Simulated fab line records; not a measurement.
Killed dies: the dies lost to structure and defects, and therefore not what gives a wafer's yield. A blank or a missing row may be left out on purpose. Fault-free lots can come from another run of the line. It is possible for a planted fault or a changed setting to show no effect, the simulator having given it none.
fab line records -- flow n5-finfet -- part 1 of 2: steps 1 to 19 of 25
[record] lots = 5, wafers = 15, last-day = 18
route steps=1938 shown FIN_SAQP@105
lots that met no fault: taken from a fault-free run of the same line
start-h: hours from the record's first day to the start of the lot's first wafer shown -- wait-h: hours since the lot's step before -- " as in the row above -- L1.1+2: several wafers, shown together as one row -- - either no value or no given start -- * or withheld: withheld -- < > ~ a bound
route shown NAME@n: NAME is a module with steps in the file, n the number in the route of the first one -- usual: mean/standard deviation taken from wafers without a fault -- same: alike in all rows -- chamber/n: place in a boat -- sites: each site's reading -- _std_site: the values' standard deviation -- _edge_site: the outer-site mean with the inner-site mean subtracted -- radius-mm: how far each site lies from the wafer's centre -- mask NAME#n: copy n -- behind: the last tool/chamber to shape the wafer -- hold: why the lot was held/for how many hours/how that ended -- device: whichever transistor did not switch (one of n, p or np) -- end of line: the same wafers' tests at the end of the route -- where a step has no rows: the recipe by itself -- killed: the dies lost at the first sort to structure and to defects; this is not the yield of the wafer -- map: per-die view of a wafer (x killed, . not killed, _ where there is no die)
set.NAME: the setting the step ran with; set.NAME@STEP: the setting that earlier step ran with -- model.NAME: the simulator's own value behind a step, which no gauge read
lots at some steps of the route; a table a step, a row a wafer
services: a tool's chamber out of use, with start hour (start-h, from the record's first day; less than 0 if before it), hours out, and reason
[[steps]]
[step N5_FIN_SAQP_COAT_10]
[recipe] resist = CAR-ArF, spin-rpm = 1500, resist-thk-nm = 90
[usual] chill-plate-temp-C = 23.02/0.1
lot.wafer,tool,chamber,start-h,wait-h,chill-plate-temp-C
L074.1,litho-track-05,0,-,-,23.10
L074.2,litho-track-05,0,-,-,22.95
L074.3,litho-track-05,0,-,-,23.09
L081.2,litho-track-05,0,-,-,23.16
L081.4,litho-track-05,0,-,-,22.99
L081.6,litho-track-05,0,-,-,23.06
L087.1,litho-track-01,0,-,-,23.13
L087.3,litho-track-01,0,-,-,23.04
L087.4,litho-track-01,0,-,-,22.97
L091.2,litho-track-05,0,-,-,22.87
L091.4,litho-track-05,0,-,-,23.11
L091.5,litho-track-05,0,-,-,23.03
L097.1,litho-track-01,0,-,-,23.07
L097.3,litho-track-01,0,-,-,22.98
L097.5,litho-track-01,0,-,-,23.09
[step N5_FIN_SAQP_EBR_12]
[recipe] solvent = PGMEA, ebr-width-mm = 1.5
[usual] chill-plate-temp-C = 23.00/0.12
[same] ebr-width-mm = 1.5
lot.wafer,tool,chamber,start-h,wait-h,chill-plate-temp-C
L074.1,litho-track-05,0,-,-,23.03
L074.2,litho-track-05,0,-,-,22.89
L074.3,litho-track-05,0,-,-,23.13
L081.2,litho-track-05,0,-,-,22.85
L081.4,litho-track-05,0,-,-,22.88
L081.6,litho-track-05,0,-,-,22.92
L087.1,litho-track-01,0,-,-,22.89
L087.3,litho-track-01,0,-,-,22.90
L087.4,litho-track-01,0,-,-,22.98
L091.2,litho-track-05,0,-,-,23.19
L091.4,litho-track-05,0,-,-,23.17
L091.5,litho-track-05,0,-,-,23.08
L097.1,litho-track-01,0,-,-,23.09
L097.3,litho-track-01,0,-,-,23.15
L097.5,litho-track-01,0,-,-,23.18
[step N5_FIN_SAQP_SOFTBAKE_11]
[recipe] temp-c = 110, time-s = 60, resist = CAR-ArF
[usual] chill-plate-temp-C = 22.96/0.1
lot.wafer,tool,chamber,start-h,wait-h,chill-plate-temp-C
L074.1,litho-track-05,0,-,-,23.06
L074.2,litho-track-05,0,-,-,22.92
L074.3,litho-track-05,0,-,-,23.03
L081.2,litho-track-05,0,-,-,22.81
L081.4,litho-track-05,0,-,-,22.79
L081.6,litho-track-05,0,-,-,22.73
L087.1,litho-track-01,0,-,-,22.89
L087.3,litho-track-01,0,-,-,22.95
L087.4,litho-track-01,0,-,-,23.08
L091.2,litho-track-05,0,-,-,22.98
L091.4,litho-track-05,0,-,-,22.99
L091.5,litho-track-05,0,-,-,22.96
L097.1,litho-track-01,0,-,-,23.04
L097.3,litho-track-01,0,-,-,22.96
L097.5,litho-track-01,0,-,-,23.06
[step N5_FIN_SAQP_EXPOSE_13]
[recipe] mask-id = FIN_CORE, na = 1.35, source-shape = dipole, sigma-inner = 0.538, sigma-outer = 0.738, polarization = te, target-cd-nm = 35.6, dose-mj = 63.25
[same] sigma-outer = 0.738
lot.wafer,tool,chamber,start-h,wait-h,mask
L074.1+2+3,arfi-scanner-01,0,21.53,-,FIN_CORE#0
L081.2+4+6,arfi-scanner-02,0,63.75,-,FIN_CORE#0
L087.1+3+4,arfi-scanner-01,0,99.49,-,FIN_CORE#0
L091.2+4+5,arfi-scanner-01,0,124.44,-,FIN_CORE#0
L097.1+3+5,arfi-scanner-02,0,159.60,-,FIN_CORE#0
[step N5_FIN_SAQP_PEB_14]
[recipe] peb-temp-c = withheld, peb-time-s = 60, resist = CAR-ArF
[usual] chill-plate-temp-C = 23.01/0.11
lot.wafer,tool,chamber,start-h,wait-h,chill-plate-temp-C
L074.1,litho-track-02,0,21.59,0.1,23.06
L074.2,litho-track-02,0,21.59,0.1,23.14
L074.3,litho-track-02,0,21.59,0.1,23.07
L081.2,litho-track-02,0,63.81,0.0,23.17
L081.4,litho-track-02,0,63.81,0.0,23.34
L081.6,litho-track-02,0,63.81,0.0,23.33
L087.1,litho-track-05,0,99.55,0.1,23.14
L087.3,litho-track-05,0,99.55,0.1,23.03
L087.4,litho-track-05,0,99.55,0.1,23.13
L091.2,litho-track-02,0,124.49,0.0,23.14
L091.4,litho-track-02,0,124.49,0.0,22.91
L091.5,litho-track-02,0,124.49,0.0,23.01
L097.1,litho-track-05,0,159.66,0.1,22.94
L097.3,litho-track-05,0,159.66,0.1,23.01
L097.5,litho-track-05,0,159.66,0.1,22.99
[step N5_FIN_SAQP_DEVELOP_15]
[recipe] develop-time-s = 30, developer = TMAH, resist = CAR-ArF, dev-temp-c = 23, rinse-liquid = diw, dry = air-spin
[usual] chill-plate-temp-C = 23.00/0.11
lot.wafer,tool,chamber,start-h,wait-h,chill-plate-temp-C
L074.1,litho-track-02,0,-,-,23.04
L074.2,litho-track-02,0,-,-,23.07
L074.3,litho-track-02,0,-,-,23.12
L081.2,litho-track-02,0,-,-,23.18
L081.4,litho-track-02,0,-,-,23.25
L081.6,litho-track-02,0,-,-,23.08
L087.1,litho-track-05,0,-,-,23.02
L087.3,litho-track-05,0,-,-,22.96
L087.4,litho-track-05,0,-,-,22.93
L091.2,litho-track-02,0,-,-,22.82
L091.4,litho-track-02,0,-,-,22.99
L091.5,litho-track-02,0,-,-,23.00
L097.1,litho-track-05,0,-,-,22.93
L097.3,litho-track-05,0,-,-,22.82
L097.5,litho-track-05,0,-,-,22.92
[step N5_FIN_SAQP_CD_MEAS_16]
[recipe] target-cd-nm = 35.6, landing-energy-ev = 500, detector = se-inlens
[usual] cd-nm = 35.7/0.35
lot.wafer,tool,chamber,start-h,wait-h,cd-nm
L074.1,cd-sem-03,0,21.65,-,35.2
L074.2,cd-sem-03,0,21.65,-,35.2
L074.3,cd-sem-03,0,21.65,-,35.2
L081.2,cd-sem-02,0,63.88,-,35.3
L081.4,cd-sem-02,0,63.88,-,35.4
L081.6,cd-sem-02,0,63.88,-,34.9
L087.1,cd-sem-01,0,99.62,-,35.1
L087.3,cd-sem-01,0,99.62,-,35.8
L087.4,cd-sem-01,0,99.62,-,35.6
L091.2,cd-sem-03,0,124.56,-,35.4
L091.4,cd-sem-03,0,124.56,-,35.8
L091.5,cd-sem-03,0,124.56,-,35.3
L097.1,cd-sem-01,0,159.73,-,35.4
L097.3,cd-sem-01,0,159.73,-,35.9
L097.5,cd-sem-01,0,159.73,-,35.7
[step N5_FIN_SAQP_OVL_MEAS_17]
[recipe] points-per-wafer = 44
[usual] FIN_CORE_OVL = 0.2/0.88
lot.wafer,tool,chamber,start-h,wait-h,FIN_CORE_OVL[nm]
L074.1,overlay-01,0,21.69,0.0,0.2
L074.2,overlay-01,0,21.69,0.0,0.7
L074.3,overlay-01,0,21.69,0.0,1.5
L081.2,overlay-02,0,63.91,0.0,0.8
L081.4,overlay-02,0,63.91,0.0,-1.2
L081.6,overlay-02,0,63.91,0.0,1.5
L087.1,overlay-02,0,99.66,0.0,0.5
L087.3,overlay-02,0,99.66,0.0,0.7
L087.4,overlay-02,0,99.66,0.0,1.4
L091.2,overlay-01,0,124.60,0.0,0.5
L091.4,overlay-01,0,124.60,0.0,-0.9
L091.5,overlay-01,0,124.60,0.0,-0.1
L097.1,overlay-02,0,159.77,0.0,-0.3
L097.3,overlay-02,0,159.77,0.0,0.1
L097.5,overlay-02,0,159.77,0.0,-1.3
[step N5_FIN_SAQP_INSPECT_18]
[recipe] mode = adi, inspect-instrument = brightfield
[usual] raw-defect-count = 444/150
lot.wafer,tool,chamber,start-h,wait-h,raw-defect-count
L074.1,defect-inspect-01,-,21.72,0.0,366
L074.2,defect-inspect-01,-,21.72,0.0,350
L074.3,defect-inspect-01,-,21.72,0.0,354
L081.2,defect-inspect-02,-,63.94,0.0,392
L081.4,defect-inspect-02,-,63.94,0.0,347
L081.6,defect-inspect-02,-,63.94,0.0,416
L087.1,defect-inspect-02,-,99.68,0.0,369
L087.3,defect-inspect-02,-,99.68,0.0,404
L087.4,defect-inspect-02,-,99.68,0.0,469
L091.2,defect-inspect-01,-,124.62,0.0,788
L091.4,defect-inspect-01,-,124.62,0.0,469
L091.5,defect-inspect-01,-,124.62,0.0,596
L097.1,defect-inspect-01,-,159.79,0.0,602
L097.3,defect-inspect-01,-,159.79,0.0,384
L097.5,defect-inspect-01,-,159.79,0.0,430
[step N5_FIN_SAQP_DESCUM_21]
[recipe] chemistry = O2, time-s = 7.9, source-power-w = 50, bias-power-w = 20, pressure-mtorr = 20, rf-frequency-hz = 2.712e+07, temp-c = 40, resist = CAR-ArF, o2-flow-sccm = 225
[usual] drypump-motor-current-A = 5.8/0.38, o2-flow-sccm = 225.0/0.67, oes-product-au = 0.77/0.087, rf-fwd-power-W = 49.36/0.25, rf-vpp-V = 243.3/1.5, showerhead-plenum-p-Torr = 2.11/0.082, throttle-valve-pct = 20.4/0.3
lot.wafer,tool,chamber,start-h,wait-h,drypump-motor-current-A,o2-flow-sccm,oes-product-au,rf-fwd-power-W,rf-hours-counter-h,rf-vpp-V,showerhead-plenum-p-Torr,throttle-valve-pct
L074.1,rie-diel-04,2,21.75,0.0,5.5,224.9,0.77,49.21,130,240.7,2.03,20.5
L074.2,rie-diel-04,1,21.75,0.0,6.1,224.2,0.95,49.37,5,244.5,2.13,20.1
L074.3,rie-diel-04,3,21.75,0.0,5.7,224.4,0.72,49.21,193,244.5,2.18,20.7
L081.2,rie-diel-03,1,63.97,0.0,5.7,223.9,0.67,49.28,258,243.8,2.13,20.8
L081.4,rie-diel-03,2,63.97,0.0,5.9,224.5,0.72,49.23,-,242.1,1.99,20.2
L081.6,rie-diel-03,0,63.97,0.0,5.8,225.5,0.73,49.57,-,244.3,2.19,20.1
L087.1,rie-diel-04,2,99.71,0.0,5.5,224.3,0.74,48.63,153,241.7,2.03,20.5
L087.3,rie-diel-04,0,99.71,0.0,6.4,226.0,0.72,49.74,209,244.2,2.16,21.0
L087.4,rie-diel-04,1,99.71,0.0,6.1,224.4,0.89,49.42,32,244.1,2.12,20.1
L091.2,rie-diel-05,0,124.66,0.0,6.6,226.8,0.83,49.58,86,245.4,2.20,20.4
L091.4,rie-diel-05,1,124.66,0.0,5.6,224.9,0.72,49.20,187,240.2,1.97,20.2
L091.5,rie-diel-05,1,124.66,0.0,5.6,225.5,0.72,49.36,-,242.9,1.97,20.2
L097.1,rie-diel-04,2,159.83,0.0,5.5,224.7,0.73,48.99,174,242.1,2.02,20.5
L097.3,rie-diel-04,3,159.83,0.0,5.7,224.5,0.68,49.68,244,244.3,2.16,20.7
L097.5,rie-diel-04,3,159.83,0.0,5.7,224.7,0.69,49.61,-,243.0,2.16,20.8
[step N5_FIN_SAQP_ETCH_51]
[recipe] chemistry = CF4, target = SiARC, target-depth-a = 455, mask-material = CAR-ArF, time-s = 75.8, ion-energy-ev = 80, pressure-mtorr = 40, source-w = 545, bias-w = 36, Ar_flow_sccm = 100, cf4-flow-sccm = 100, ends = cleared
[usual] drypump-motor-current-A = 5.8/0.38, etch-rf-on-time-s = 76.2/1.6, oes-product-au = 0.66/0.076, rf-fwd-power-W = 539.4/2.1, rf-vpp-V = 184.3/1.2, showerhead-plenum-p-Torr = 2.16/0.079, throttle-valve-pct = 15.61/0.26
lot.wafer,tool,chamber,start-h,wait-h,drypump-motor-current-A,etch-rf-on-time-s,oes-product-au,rf-fwd-power-W,rf-hours-counter-h,rf-vpp-V,showerhead-plenum-p-Torr,throttle-valve-pct
L074.1,rie-diel-04,2,21.79,0.0,5.5,75.5,0.66,533.4,130,183.5,2.07,15.56
L074.2,rie-diel-04,1,21.79,0.0,6.1,74.5,0.83,539.7,5,185.2,2.19,15.26
L074.3,rie-diel-04,3,21.79,0.0,5.7,74.2,0.62,541.0,193,185.8,2.20,15.72
L081.2,rie-diel-03,1,64.01,0.0,5.8,75.5,0.57,540.1,258,185.2,2.18,15.98
L081.4,rie-diel-03,2,64.01,0.0,5.9,78.3,0.61,537.1,-,182.8,2.05,15.56
L081.6,rie-diel-03,0,64.01,0.0,5.8,78.4,0.62,538.5,-,184.8,2.23,15.29
L087.1,rie-diel-04,2,99.75,0.0,5.4,77.0,0.64,537.5,153,183.9,2.07,15.60
L087.3,rie-diel-04,0,99.75,0.0,6.4,75.4,0.63,543.4,209,184.6,2.21,16.18
L087.4,rie-diel-04,1,99.75,0.0,6.1,74.7,0.77,539.2,32,182.1,2.18,15.31
L091.2,rie-diel-05,0,124.69,0.0,6.6,76.1,0.70,541.4,86,184.6,2.26,15.66
L091.4,rie-diel-05,1,124.69,0.0,5.6,77.2,0.61,536.6,187,183.2,2.04,15.57
L091.5,rie-diel-05,1,124.69,0.0,5.6,77.6,0.61,538.2,-,183.1,2.04,15.55
L097.1,rie-diel-04,2,159.86,0.0,5.5,75.8,0.62,536.8,174,183.6,2.06,15.66
L097.3,rie-diel-04,3,159.86,0.0,5.7,74.0,0.60,540.9,244,184.9,2.19,15.82
L097.5,rie-diel-04,3,159.86,0.0,5.7,74.2,0.59,541.2,-,184.7,2.19,15.82
[step N5_FIN_SAQP_ETCH_52]
[recipe] chemistry = N2/H2, target = SOC, target-depth-a = 1000, overetch-a = 200, mask-material = SiARC, temp-c = 40, time-s = 150, ion-energy-ev = 200, pressure-mtorr = 30, source-w = 840, bias-w = 150, n2-flow-sccm = 200, h2-flow-sccm = 200, ends = end-point
[usual] drypump-motor-current-A = 5.8/0.39, oes-product-au = 0.69/0.076, rf-fwd-power-W = 836.5/2.7, rf-vpp-V = 524.4/2.9, showerhead-plenum-p-Torr = 2.56/0.1, throttle-valve-pct = 17.81/0.29
lot.wafer,tool,chamber,start-h,wait-h,drypump-motor-current-A,oes-product-au,rf-fwd-power-W,rf-hours-counter-h,rf-vpp-V,showerhead-plenum-p-Torr,throttle-valve-pct
L074.1,rie-diel-04,2,21.84,0.0,5.5,0.68,834.3,130,521.5,2.45,17.75
L074.2,rie-diel-04,1,21.84,0.0,6.1,0.86,836.4,5,528.0,2.61,17.54
L074.3,rie-diel-04,3,21.84,0.0,5.7,0.64,834.7,193,525.6,2.63,17.90
L081.2,rie-diel-03,1,64.06,0.0,5.7,0.59,836.7,258,526.2,2.62,18.46
L081.4,rie-diel-03,2,64.06,0.0,5.9,0.65,838.2,-,520.6,2.41,17.54
L081.6,rie-diel-03,0,64.06,0.0,5.8,0.67,837.7,-,527.2,2.63,17.34
L087.1,rie-diel-04,2,99.80,0.0,5.5,0.68,834.0,153,521.1,2.45,17.80
L087.3,rie-diel-04,0,99.80,0.0,6.4,0.66,837.0,209,526.9,2.60,18.35
L087.4,rie-diel-04,1,99.80,0.0,6.1,0.80,837.8,32,524.3,2.60,17.59
L091.2,rie-diel-05,0,124.75,0.0,6.6,0.74,837.5,86,527.9,2.69,17.89
L091.4,rie-diel-05,1,124.75,0.0,5.6,0.65,837.7,187,519.7,2.42,17.75
L091.5,rie-diel-05,1,124.75,0.0,5.6,0.65,835.0,-,520.0,2.42,17.73
L097.1,rie-diel-04,2,159.92,0.0,5.5,0.65,836.4,174,521.7,2.44,17.82
L097.3,rie-diel-04,3,159.92,0.0,5.7,0.61,838.7,244,525.7,2.61,17.98
L097.5,rie-diel-04,3,159.92,0.0,5.7,0.62,833.8,-,525.0,2.61,17.97
[step N5_FIN_SAQP_STRIP_53]
[recipe] chemistry = N2/H2, temp-c = 40, n2-flow-sccm = 200, h2-flow-sccm = 200, rf-frequency-hz = 6e+07
lot.wafer,tool,chamber,start-h,wait-h
L074.1+2+3,rie-diel-04,"2,1,3",21.94,0.0
L081.2+4+6,rie-diel-03,"1,2,0",64.16,0.0
L087.1+3+4,rie-diel-04,"2,0,1",99.90,0.0
L091.2+4+5,rie-diel-05,"0,1,1",124.84,0.0
L097.1+3+5,rie-diel-04,"2,3,3",160.02,0.0
[step N5_FIN_SAQP_HM_OPEN_73]
[recipe] chemistry = CHF3/O2, target = SiO2, stop-on = a-Si, target-depth-a = 120, over-etch-frac = 1.8, mask-material = SOC, time-s = 16.8, pressure-mtorr = 30, source-w = 650, bias-w = 170, Ar_flow_sccm = 200, CHF3_flow_sccm = 50, O2_flow_sccm = 5, ion-energy-ev = 200, ends = end-point
[usual] drypump-motor-current-A = 5.8/0.39, oes_f_703_au = 0.77/0.088, oes-product-au = 0.46/0.052, rf-fwd-power-W = 644.6/2.5, rf-vpp-V = 526/11, showerhead-plenum-p-Torr = 2.42/0.09, throttle-valve-pct = 18.80/0.28
lot.wafer,tool,chamber,start-h,wait-h,drypump-motor-current-A,oes_f_703_au,oes-product-au,rf-fwd-power-W,rf-hours-counter-h,rf-vpp-V,showerhead-plenum-p-Torr,throttle-valve-pct
L074.1,rie-diel-04,2,21.95,0.0,5.5,0.77,0.46,644.7,130,543,2.32,18.69
L074.2,rie-diel-04,1,21.95,0.0,6.1,0.97,0.58,645.3,5,528,2.46,18.52
L074.3,rie-diel-04,3,21.95,0.0,5.7,0.74,0.43,642.6,193,531,2.48,18.91
L081.2,rie-diel-03,1,64.17,0.0,5.8,0.66,0.40,644.7,258,531,2.45,19.19
L081.4,rie-diel-03,2,64.17,0.0,5.9,0.71,0.43,642.9,-,509,2.30,18.72
L081.6,rie-diel-03,0,64.17,0.0,5.8,0.74,0.44,644.7,-,538,2.50,18.44
L087.1,rie-diel-04,2,99.91,0.0,5.4,0.75,0.45,641.7,153,541,2.31,18.72
L087.3,rie-diel-04,0,99.91,0.0,6.4,0.74,0.43,645.2,210,511,2.50,19.45
L087.4,rie-diel-04,1,99.91,0.0,6.1,0.89,0.53,646.0,32,528,2.45,18.55
L091.2,rie-diel-05,0,124.85,0.0,6.6,0.82,0.49,646.4,86,527,2.53,18.80
L091.4,rie-diel-05,1,124.85,0.0,5.6,0.69,0.43,645.0,187,532,2.29,18.74
L091.5,rie-diel-05,1,124.85,0.0,5.6,0.69,0.43,645.3,-,533,2.29,18.74
L097.1,rie-diel-04,2,160.03,0.0,5.5,0.73,0.44,643.9,174,541,2.30,18.77
L097.3,rie-diel-04,3,160.03,0.0,5.7,0.70,0.41,647.6,244,532,2.46,18.98
L097.5,rie-diel-04,3,160.03,0.0,5.7,0.70,0.41,644.9,-,531,2.46,18.97
[step N5_FIN_SAQP_STRIP_74]
[recipe] chemistry = CHF3/O2, resist = SiARC, rf-frequency-hz = 6e+07
lot.wafer,tool,chamber,start-h,wait-h
L074.1+2+3,rie-diel-04,"2,1,3",22.00,0.0
L081.2+4+6,rie-diel-03,"1,2,0",64.22,0.0
L087.1+3+4,rie-diel-04,"2,0,1",99.97,0.0
L091.2+4+5,rie-diel-05,"0,1,1",124.91,0.0
L097.1+3+5,rie-diel-04,"2,3,3",160.08,0.0
[step N5_FIN_SAQP_MANDREL_ETCH_22]
[recipe] target-depth-a = 600, chemistry = HBr/Cl2, target = a-Si, stop-on = SiNx, bt-time-s = 10, over-etch-frac = 0.5, time-s = 30, pressure-mtorr = 10, icp-w = 800, bias-w = 75, HBr_flow_sccm = 150, Cl2_flow_sccm = 80, ends = end-point
[usual] drypump-motor-current-A = 5.7/0.33, mfc-cl2-sccm = 80.03/0.25, oes-product-au = 0.771/0.013, rf-fwd-power-W = 795.7/2.6, throttle-valve-pct = 35.37/0.18
lot.wafer,tool,chamber,start-h,wait-h,drypump-motor-current-A,mfc-cl2-sccm,oes-product-au,rf-fwd-power-W,rf-hours-counter-h,throttle-valve-pct
L074.1,rie-si-02,0,22.03,0.0,5.3,79.91,0.765,795.1,197,35.80
L074.2,rie-si-02,2,22.03,0.0,5.8,79.82,0.757,795.6,5,35.76
L074.3,rie-si-02,1,22.03,0.0,5.2,80.31,0.755,795.2,42,35.36
L081.2,rie-si-05,1,64.25,0.0,5.9,79.80,0.773,796.0,116,35.40
L081.4,rie-si-05,2,64.25,0.0,5.5,80.03,0.776,793.7,112,35.42
L081.6,rie-si-05,1,64.25,0.0,5.9,79.99,0.784,799.0,-,35.39
L087.1,rie-si-03,0,100.00,0.0,5.5,79.98,0.773,794.5,175,35.26
L087.3,rie-si-03,2,100.00,0.0,5.3,80.07,0.763,796.6,9,35.45
L087.4,rie-si-03,1,100.00,0.0,6.0,80.43,0.776,794.4,68,35.30
L091.2,rie-si-03,1,124.94,0.0,6.0,80.00,0.788,798.0,68,35.28
L091.4,rie-si-03,0,124.94,0.0,5.5,79.64,0.784,795.1,176,35.22
L091.5,rie-si-03,2,124.94,0.0,5.3,79.89,0.750,799.6,-,35.44
L097.1,rie-si-03,1,160.11,0.0,6.0,80.12,0.774,794.3,69,35.32
L097.3,rie-si-03,2,160.11,0.0,5.3,80.33,0.753,801.1,10,35.45
L097.5,rie-si-03,3,160.11,0.0,6.0,80.41,0.768,794.4,-,35.20
[step N5_FIN_SAQP_STRIP_55]
[recipe] chemistry = N2/H2, power-w = 500, temp-c = 40, pressure-mtorr = 50, rf-frequency-hz = 6e+07, overash-fraction = 0.3, bias-power-w = 28, h2-frac = 0.5, n2-flow-sccm = 300, h2-flow-sccm = 300
[usual] drypump-motor-current-A = 5.8/0.37, oes-product-au = 0.76/0.083, rf-vpp-V = 121.9/1.4, showerhead-plenum-p-Torr = 3.37/0.12, throttle-valve-pct = 18.9/0.4
lot.wafer,tool,chamber,start-h,wait-h,drypump-motor-current-A,oes-product-au,rf-hours-counter-h,rf-vpp-V,showerhead-plenum-p-Torr,throttle-valve-pct
L074.1,rie-diel-03,0,22.13,0.1,5.8,0.75,150,122.6,3.48,18.2
L074.2,rie-diel-03,3,22.13,0.1,5.5,0.68,234,121.2,3.28,19.0
L074.3,rie-diel-03,1,22.13,0.1,5.8,0.66,242,123.8,3.47,19.7
L081.2,rie-diel-04,0,64.35,0.1,6.4,0.74,197,121.1,3.44,19.7
L081.4,rie-diel-04,2,64.35,0.1,5.5,0.76,141,122.5,3.24,18.8
L081.6,rie-diel-04,2,64.35,0.1,5.5,0.76,-,121.3,3.24,18.8
L087.1,rie-diel-05,0,100.10,0.1,6.7,0.84,75,121.5,3.55,19.0
L087.3,rie-diel-05,1,100.10,0.1,5.6,0.74,176,122.4,3.21,18.8
L087.4,rie-diel-05,3,100.10,0.1,5.7,0.71,-,121.4,3.33,18.6
L091.2,rie-diel-05,3,125.04,0.1,5.7,0.71,200,121.9,3.33,18.6
L091.4,rie-diel-05,2,125.04,0.1,5.1,0.99,1,126.0,3.60,18.8
L091.5,rie-diel-05,0,125.04,0.1,6.6,0.84,-,122.5,3.54,19.0
L097.1,rie-diel-03,3,160.21,0.1,5.5,0.93,13,119.3,3.27,18.6
L097.3,rie-diel-03,1,160.21,0.1,5.8,0.88,23,121.2,3.44,19.3
L097.5,rie-diel-03,2,160.21,0.1,5.9,0.70,-,121.2,3.17,18.4
[step N5_FIN_SAQP_STRIP_23]
[recipe] chemistry = SPM, time-s = 750, temp-c = 130, h2so4-h2o2-vol-ratio = 4
lot.wafer,tool,chamber,start-h,wait-h
L074.1+2+3,wet-bench-06,"5,1,2",22.20,-
L081.2+4+6,wet-bench-05,"3,2,6",64.42,-
L087.1+3+4,wet-bench-04,"4,0,1",100.16,-
L091.2+4+5,wet-bench-04,"7,0,1",125.11,-
L097.1+3+5,wet-bench-05,"3,0,2",160.28,-
[step N5_FIN_SAQP_SRD_66]
[recipe] dry = ipa-marangoni, time-s = 30, temp-c = 23, rinse-liquid = diw
lot.wafer,tool,chamber,start-h,wait-h
L074.1+2+3,wet-bench-06,"5,1,2",22.41,0.0
L081.2+4+6,wet-bench-05,"3,2,6",64.63,0.0
L087.1+3+4,wet-bench-04,"4,0,1",100.37,0.0
L091.2+4+5,wet-bench-04,"7,0,1",125.31,0.0
L097.1+3+5,wet-bench-05,"3,0,2",160.49,0.0
